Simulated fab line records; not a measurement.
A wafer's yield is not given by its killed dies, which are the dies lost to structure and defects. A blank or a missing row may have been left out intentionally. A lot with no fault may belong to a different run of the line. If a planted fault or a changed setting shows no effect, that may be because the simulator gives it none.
Matching of chambers / flow nandHarc / rieSi-01 running NHARC_A_ZERO_WELL_ETCH_13: 4 sister chambers
The step etches the open film in HBr/Cl2, target depth 120 nm, time 40.1 s. 20 wafers are shown with their chamber, then 10 later ones without.

WAFERS PAIRED WITH THEIR CHAMBERS
wafer=L074.2; chamber=1; drypumpMotorCurrentA (A)=5.93; oesProductAu (a.u.)=1.000; throttleValvePct (%)=26.400
wafer=L074.3; chamber=3; drypumpMotorCurrentA (A)=5.22; oesProductAu (a.u.)=0.994; throttleValvePct (%)=26.395
wafer=L074.5; chamber=3; drypumpMotorCurrentA (A)=5.23; oesProductAu (a.u.)=0.988; throttleValvePct (%)=26.410
wafer=L075.1; chamber=0; drypumpMotorCurrentA (A)=5.79; oesProductAu (a.u.)=1.018; throttleValvePct (%)=26.405
wafer=L075.2; chamber=1; drypumpMotorCurrentA (A)=5.94; oesProductAu (a.u.)=0.996; throttleValvePct (%)=26.404
wafer=L075.4; chamber=2; drypumpMotorCurrentA (A)=5.58; oesProductAu (a.u.)=1.002; throttleValvePct (%)=26.408
wafer=L077.2; chamber=3; drypumpMotorCurrentA (A)=5.22; oesProductAu (a.u.)=1.002; throttleValvePct (%)=26.396
wafer=L077.5; chamber=0; drypumpMotorCurrentA (A)=5.78; oesProductAu (a.u.)=1.010; throttleValvePct (%)=26.410
wafer=L077.6; chamber=1; drypumpMotorCurrentA (A)=5.93; oesProductAu (a.u.)=0.996; throttleValvePct (%)=26.403
wafer=L078.2; chamber=2; drypumpMotorCurrentA (A)=5.59; oesProductAu (a.u.)=0.988; throttleValvePct (%)=26.402
wafer=L078.3; chamber=3; drypumpMotorCurrentA (A)=5.23; oesProductAu (a.u.)=0.985; throttleValvePct (%)=26.404
wafer=L078.6; chamber=0; drypumpMotorCurrentA (A)=5.79; oesProductAu (a.u.)=0.999; throttleValvePct (%)=26.390
wafer=L082.2; chamber=2; drypumpMotorCurrentA (A)=5.60; oesProductAu (a.u.)=0.983; throttleValvePct (%)=26.404
wafer=L082.3; chamber=1; drypumpMotorCurrentA (A)=5.93; oesProductAu (a.u.)=1.005; throttleValvePct (%)=26.394
wafer=L082.4; chamber=3; drypumpMotorCurrentA (A)=5.21; oesProductAu (a.u.)=1.004; throttleValvePct (%)=26.402
wafer=L083.2; chamber=2; drypumpMotorCurrentA (A)=5.58; oesProductAu (a.u.)=0.994; throttleValvePct (%)=26.399
wafer=L083.5; chamber=1; drypumpMotorCurrentA (A)=5.92; oesProductAu (a.u.)=1.011; throttleValvePct (%)=26.401
wafer=L083.6; chamber=0; drypumpMotorCurrentA (A)=5.79; oesProductAu (a.u.)=0.998; throttleValvePct (%)=26.408
wafer=L087.3; chamber=2; drypumpMotorCurrentA (A)=5.56; oesProductAu (a.u.)=0.987; throttleValvePct (%)=26.403
wafer=L087.4; chamber=3; drypumpMotorCurrentA (A)=5.20; oesProductAu (a.u.)=0.993; throttleValvePct (%)=26.410

SIGNATURES, as means of the wafers listed above
reading=drypumpMotorCurrentA; chamber 0=5.7875; chamber 1=5.9300; chamber 2=5.5820; chamber 3=5.2183; scatter within a chamber=0.0107
reading=oesProductAu; chamber 0=1.00625; chamber 1=1.00160; chamber 2=0.99080; chamber 3=0.99433; scatter within a chamber=0.00766
reading=throttleValvePct; chamber 0=26.40325; chamber 1=26.40040; chamber 2=26.40320; chamber 3=26.40283; scatter within a chamber=0.00593
Rule: a wafer's distance from a chamber is the root of the sum, over the readings, of the square of ((its reading less the chamber's mean) divided by the reading's scatter). The wafer belongs to the nearest chamber; if the next one is less than 2 further off, it can't be placed. The scatter: the root of (the sum of the squares of (reading less its chamber's mean) over the shown wafers, divided by (wafers less chambers)).

WAFERS WHOSE CHAMBER IS MISSING
wafer=L087.6; drypumpMotorCurrentA (A)=5.80; oesProductAu (a.u.)=1.006; throttleValvePct (%)=26.404
wafer=L090.2; drypumpMotorCurrentA (A)=5.76; oesProductAu (a.u.)=1.008; throttleValvePct (%)=26.390
wafer=L090.4; drypumpMotorCurrentA (A)=5.22; oesProductAu (a.u.)=0.991; throttleValvePct (%)=26.406
wafer=L090.5; drypumpMotorCurrentA (A)=5.22; oesProductAu (a.u.)=0.995; throttleValvePct (%)=26.404
wafer=L093.1; drypumpMotorCurrentA (A)=5.60; oesProductAu (a.u.)=0.989; throttleValvePct (%)=26.404
wafer=L093.3; drypumpMotorCurrentA (A)=5.23; oesProductAu (a.u.)=0.994; throttleValvePct (%)=26.401
wafer=L093.4; drypumpMotorCurrentA (A)=5.76; oesProductAu (a.u.)=1.016; throttleValvePct (%)=26.404
wafer=L095.4; drypumpMotorCurrentA (A)=5.92; oesProductAu (a.u.)=1.022; throttleValvePct (%)=26.406
wafer=L095.5; drypumpMotorCurrentA (A)=5.20; oesProductAu (a.u.)=0.998; throttleValvePct (%)=26.411
wafer=L095.6; drypumpMotorCurrentA (A)=5.59; oesProductAu (a.u.)=0.990; throttleValvePct (%)=26.403

EACH ONE'S CHAMBER
wafer=L087.6; from the rows above=0; in truth=0
wafer=L090.2; from the rows above=0; in truth=0
wafer=L090.4; from the rows above=3; in truth=3
wafer=L090.5; from the rows above=3; in truth=3
wafer=L093.1; from the rows above=2; in truth=2
wafer=L093.3; from the rows above=3; in truth=3
wafer=L093.4; from the rows above=0; in truth=0
wafer=L095.4; from the rows above=1; in truth=1
wafer=L095.5; from the rows above=3; in truth=3
wafer=L095.6; from the rows above=2; in truth=2
Correctly placed: 10 of 10. Left unplaced by these rows: 0. 0 placed wrongly.
